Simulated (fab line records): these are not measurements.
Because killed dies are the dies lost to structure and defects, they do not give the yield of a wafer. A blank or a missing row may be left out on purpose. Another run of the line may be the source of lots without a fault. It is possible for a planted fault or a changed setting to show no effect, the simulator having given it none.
Matching of chambers | flow n5_finfet | 4 sister chambers for N5_BEOL_M10_DESCUM_33 on rie_diel-01
The step chemistry O2, time 7.9 s. 8 wafers are shown with their chamber, then 7 later ones without.

== WAFERS WITH THEIR CHAMBER ==
wafer  | chamber | drypump_motor_current_A (A) | showerhead_plenum_p_Torr (Torr)
L083.6 | 0       | 6.3                         | 2.18
L082.3 | 1       | 5.7                         | 2.22
L082.5 | 2       | 5.2                         | 2.18
L084.2 | 3       | 6.6                         | 2.14
L084.3 | 2       | 5.2                         | 2.18
L084.5 | 1       | 5.8                         | 2.22
L087.2 | 3       | 6.6                         | 2.13
L087.3 | 0       | 6.4                         | 2.17

== WAFERS WITHOUT THEIR CHAMBER ==
wafer  | drypump_motor_current_A (A) | showerhead_plenum_p_Torr (Torr)
L087.5 | 6.6                         | 2.13
L093.3 | 6.6                         | 2.13
L093.4 | 6.3                         | 2.17
L093.6 | 5.2                         | 2.17
L094.1 | 5.8                         | 2.21
L094.5 | 6.6                         | 2.13
L094.6 | 5.2                         | 2.17

== THE CHAMBER EACH PASSED THROUGH ==
wafer  | from the rows above | in truth
L087.5 | 3                   | 3
L093.3 | 3                   | 3
L093.4 | 0                   | 0
L093.6 | 2                   | 2
L094.1 | 1                   | 1
L094.5 | 3                   | 3
L094.6 | 2                   | 2
7 of 7 placed correctly. Number that these rows cannot place: 0. 0 placed wrongly.
How it was worked out, from the rows above alone: a wafer's distance from a chamber is the root of the sum, over the readings, of the square of ((its reading less the chamber's mean) divided by the reading's scatter). If the next closest chamber is less than 2 further off than the closest, the wafer can't be placed; otherwise it belongs to the closest. For every chamber, the mean is computed from those of its wafers that are shown. How the scatter is found: for the shown wafers, subtract from each reading the mean of its chamber, square and add these, divide the total by (wafers less chambers), then take the root.
